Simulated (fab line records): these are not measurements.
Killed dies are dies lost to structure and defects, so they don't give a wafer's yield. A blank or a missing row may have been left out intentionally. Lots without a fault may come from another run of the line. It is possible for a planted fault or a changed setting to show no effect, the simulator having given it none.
Struck lot and sound lot, side by side / flow n5 finfet / 41 out of 1938 route steps
Sound: these wafers, L656.1, L656.2, L656.4. Struck: wafer L670.5. (L670.1, L670.6 of the same lot were not struck and are left out.) The cause comes at the end.
For every step that has rows: the tool of each side, followed by ch and its chambers, followed by its first start. Under that, the readings that differ: sound wafers / struck wafers / difference of the means / sigmas: that difference in standard deviations of wafers without a fault.
alike: words and numbers the same on both sides, and readings whose means are apart by under 2 such deviations; not compared: readings that were withheld, readings missing a value for some wafer, numbers with overlapping values and no deviation given by the record, and bounds like >300 which may hide the same value.
A row with sigmas, a row that says differs or no value, or rows on one side alone: a step with any of these is where the two part. Numbers that don't overlap but have no deviation are shown without sigmas and don't part them. A reading missing from all wafers of one side parts the sides only when that side holds two or more wafers.

first, 4 steps without rows for these wafers: N5_BEOL_M4_HM_STRIP_39 (strips TiN in peroxide tin strip, target depth 25 nm, time 158 s); N5_BEOL_M4_SRD_40 (time 30 s); N5_BEOL_M4_PRECLEAN_42 (cleans in residue remover, time 60 s); N5_BEOL_M4_SRD_43 (time 30 s).
N5_BEOL_M4_CD_MEAS_35: target cd 18 nm, target cd y 22.4 nm.
  sound on cd sem-01 at day 8 12:19; struck on cd sem-01 at day 12 12:09
  alike: cd nm
then, 3 steps without rows for these wafers: N5_BEOL_M4_DEGAS_44 (time 60 s); N5_BEOL_M4_PRE_CLEAN_45 (time 30 s); N5_BEOL_M4_ALD_84 (deposits TaN, pulse time 2 s, purge time 3 s, co reactant purge time 2 s).
N5_BEOL_M4_SURFACE_TREAT_85:
  sound on pvd sputter-01 at day 8 13:03; struck on pvd sputter-01 at day 12 13:01
  not compared: pressure mtorr, throttle valve pct
then, 2 steps without rows for these wafers: N5_BEOL_M4_CVD_47 (deposits Co from CCTBA/H2, target thk 3 nm, time 223.8 s); N5_BEOL_M4_SPUTTER_48 (material Cu, target thk 4.5 nm, time 8.29 s).
N5_BEOL_M4_ANNEAL_49: time 240 s.
  sound on pvd sputter-01 at day 8 13:22; struck on pvd sputter-01 at day 12 13:34
  alike: heater power w
N5_BEOL_M4_SPUTTER_79: material Cu, target thk 4.5 nm, time 8.29 s.
  sound on pvd sputter-01 at day 8 13:31; struck on pvd sputter-01 at day 12 13:42
  alike: throttle valve pct
N5_BEOL_M4_ANNEAL_80: time 240 s.
  sound on pvd sputter-01 at day 8 13:35; struck on pvd sputter-01 at day 12 13:47
  alike: heater power w
then, 7 steps without rows for these wafers: N5_BEOL_M4_SPUTTER_81 (material Cu, target thk 4.5 nm, time 8.29 s); N5_BEOL_M4_ANNEAL_82 (time 240 s); N5_BEOL_M4_SPUTTER_86 (material Cu, target thk 4.5 nm, time 8.29 s); N5_BEOL_M4_ANNEAL_87 (time 240 s); N5_BEOL_M4_SPUTTER_88 (material Cu, target thk 4.5 nm, time 8.29 s); N5_BEOL_M4_ANNEAL_89 (time 240 s); N5_BEOL_M4_SPUTTER_90 (material Cu, target thk 4.5 nm, time 8.29 s).
N5_BEOL_M4_ANNEAL_91: time 240 s.
  sound on pvd sputter-01 at day 8 14:28; struck on pvd sputter-01 at day 12 14:40
  alike: heater power w
then, 1 step without rows for these wafers: N5_BEOL_M4_SPUTTER_92 (material Cu, target thk 4.5 nm, time 8.29 s).
N5_BEOL_M4_ANNEAL_93: time 240 s.
  sound on pvd sputter-01 at day 8 14:41; struck on pvd sputter-01 at day 12 14:53
  alike: heater power w
then, 10 steps without rows for these wafers: N5_BEOL_M4_SPUTTER_94 (material Cu, target thk 4.5 nm, time 8.29 s); N5_BEOL_M4_ANNEAL_95 (time 240 s); N5_BEOL_M4_SPUTTER_96 (material Cu, target thk 4.5 nm, time 8.29 s); N5_BEOL_M4_ECD_50 (material Cu, target thk 300 nm); N5_BEOL_M4_ANNEAL_51 (time 90 s); N5_BEOL_M4_CMP_52 (polishes, stops on SiOC, t overpolish 6.8 s, target thk 40 nm); N5_BEOL_M4_PRE_CLEAN_60 (time 15 s); N5_BEOL_M4_CO_CAP_55 (material Co, precursor CCTBA/H2, target thk 2 nm, time 102.1 s); N5_BEOL_M4_PRE_CLEAN_56 (time 15 s); N5_BEOL_M4_DEP_57 (deposits SiCN from 3MS/NH3, target thk 8 nm, time 14 s).
N5_BEOL_M4_RS_MEAS_58: a four-point-probe measurement.
  sound on film metro-02 at day 8 20:17; struck on film metro-02 at day 12 16:19
  alike: M4_RS
N5_BEOL_M4_RC_MEAS_101:
  sound on prober-02 ch 0, day 8 20:20; struck on prober-01 ch 0, day 12 16:29
reading=VT_N (mV); sound=251 250 253; struck=244; difference=-7; sigmas=-2
  alike: DIBL_N, DIBL_P, IOFF_N, IOFF_P, ION_N, ION_P, SS_N, SS_P, VT_P
then, 2 steps without rows for these wafers: N5_BEOL_M5_ILD_DEP_00 (deposits SiCOH lowk from DEMS/porogen, target thk 140.64 nm, time 25.9 s); N5_BEOL_M5_CURE_79 (cures SiCOH lowk, time 240 s).
N5_BEOL_M5_THK_MEAS_01:
  sound on film metro-02 at day 8 21:52; struck on film metro-01 at day 12 18:02
  alike: M5_ILD_THK
then, 1 step without rows for these wafers: N5_BEOL_M5_PECVD_70 (deposits SiO2 from TEOS/O2, target thk 16 nm, time 18 s).
-- record jumps: 4 days separate the struck wafers' starts on either side; left off in module BEOL_M5, taken up again in module PASSIVATION, whose first shown step is the route's number 1936 --
N5_PASSIVATION_PROBE_49:
  only the struck wafers here have rows in the record (prober-01, day 16 21:04); the sound ones have none

WHERE THEY PART
Earliest at N5_BEOL_M4_RC_MEAS_101; latest, in this record, at N5_PASSIVATION_PROBE_49.

WHY: whatever the simulator had introduced
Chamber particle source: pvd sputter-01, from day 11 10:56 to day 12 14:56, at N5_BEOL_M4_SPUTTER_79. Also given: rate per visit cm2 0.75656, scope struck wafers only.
